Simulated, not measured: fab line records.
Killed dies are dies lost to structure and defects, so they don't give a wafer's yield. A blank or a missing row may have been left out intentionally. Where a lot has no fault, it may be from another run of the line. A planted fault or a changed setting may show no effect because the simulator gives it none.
Chamber matching | flow n5-finfet | N5_BEOL_M1_DESCUM_33 on rie-diel-05: 4 sister chambers
The step chemistry O2, time 7 s. 4 wafers are shown with their chamber, then 8 later ones without.

== WAFERS PAIRED WITH THEIR CHAMBERS ==
wafer  | chamber | showerhead-plenum-p-Torr (Torr)
L083.4 | 1       | 2.16
L093.4 | 0       | 2.04
L093.6 | 2       | 2.17
L094.1 | 3       | 2.08

== WAFERS WITH NO CHAMBER GIVEN ==
wafer  | showerhead-plenum-p-Torr (Torr)
L094.2 | 2.15
L094.5 | 2.08
L096.2 | 2.04
L096.4 | 2.17
L096.5 | 2.08
L097.2 | 2.04
L097.3 | 2.17
L097.6 | 2.08

== THE CHAMBER EACH PASSED THROUGH ==
wafer  | from the rows above | in truth
L094.2 | 1                   | 1
L094.5 | 3                   | 3
L096.2 | 0                   | 0
L096.4 | 2                   | 2
L096.5 | 3                   | 3
L097.2 | 0                   | 0
L097.3 | 2                   | 2
L097.6 | 3                   | 3
Correct placement for 8 of the 8. From these rows, 0 cannot be placed. Placed wrongly: 0.
How it was worked out, from the rows above alone: a wafer's distance from a chamber is the root of the sum, over the readings, of the square of ((its reading less the chamber's mean) divided by the reading's scatter). The wafer belongs to the nearest chamber; if the next one is less than 2 further off, it can't be placed. Each chamber's mean is taken over the wafers shown for it. The scatter (one wafer shown for each chamber): square how far every hidden wafer sits from the nearest shown wafer, average those squares and take the square root.
